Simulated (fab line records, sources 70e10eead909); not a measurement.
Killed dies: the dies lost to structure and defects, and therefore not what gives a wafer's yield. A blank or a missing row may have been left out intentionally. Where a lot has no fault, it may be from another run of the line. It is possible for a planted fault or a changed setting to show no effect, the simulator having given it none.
Chamber matching | flow nand-harc | 4 sister chambers for NHARC_P_M1_CMP_23 on cmp-03
The step polishes, t overpolish 20 s, target thk 157.82 nm. 14 wafers are shown with their chamber, then 7 later ones without.

## WAFERS, EACH WITH ITS CHAMBER
wafer  | chamber | motor-current-A (A) | time-to-endpoint-s (s)
L740.2 | 0       | 15.0                | 24
L740.3 | 3       | 12.1                | 28
L740.5 | 3       | 12.7                | 29
L743.2 | 1       | 11.5                | 28
L743.3 | 0       | 14.8                | 25
L743.5 | 3       | 12.4                | 28
L744.3 | 3       | 13.5                | 25
L744.4 | 1       | 12.2                | 26
L744.5 | 0       | 14.1                | 24
L746.2 | 2       | 13.5                | 34
L746.4 | 0       | 14.3                | 24
L746.6 | 3       | 12.7                | 30
L748.1 | 2       | 13.8                | 31
L748.2 | 0       | 14.9                | 25

SIGNATURES, as means of the wafers listed above
reading            | chamber 0 | chamber 1 | chamber 2 | chamber 3 | scatter within a chamber
motor-current-A    | 14.620    | 11.850    | 13.650    | 12.680    | 0.448
time-to-endpoint-s | 24.40     | 27.00     | 32.50     | 28.00     | 1.47
Rule: a wafer's distance from a chamber is the root of the sum, over the readings, of the square of ((its reading less the chamber's mean) divided by the reading's scatter). If the next closest chamber is less than 2 further off than the closest, the wafer can't be placed; otherwise it belongs to the closest. How the scatter is found: for the shown wafers, subtract from each reading the mean of its chamber, square and add these, divide the total by (wafers less chambers), then take the root.

## WAFERS WHOSE CHAMBER IS MISSING
wafer  | motor-current-A (A) | time-to-endpoint-s (s)
L748.3 | 11.7                | 28
L749.3 | 11.8                | 30
L749.4 | 13.2                | 31
L749.5 | 12.1                | 33
L756.2 | 11.2                | 29
L756.3 | 14.3                | 24
L756.6 | 12.1                | 29

## CHAMBER TAKEN BY EACH
wafer  | from the rows above          | in truth
L748.3 | can't be placed: 1 or 3      | 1
L749.3 | can't be placed: 1 or 3      | 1
L749.4 | can't be placed: 2 or 3      | 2
L749.5 | can't be placed: 2 or 3 or 1 | 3
L756.2 | can't be placed: 1 or 3      | 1
L756.3 | 0                            | 0
L756.6 | can't be placed: 3 or 1      | 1
Correctly placed: 1 of 7. Can't be placed from these rows: 6 (the true chamber is among the candidates in 6). Placed wrongly: 0.
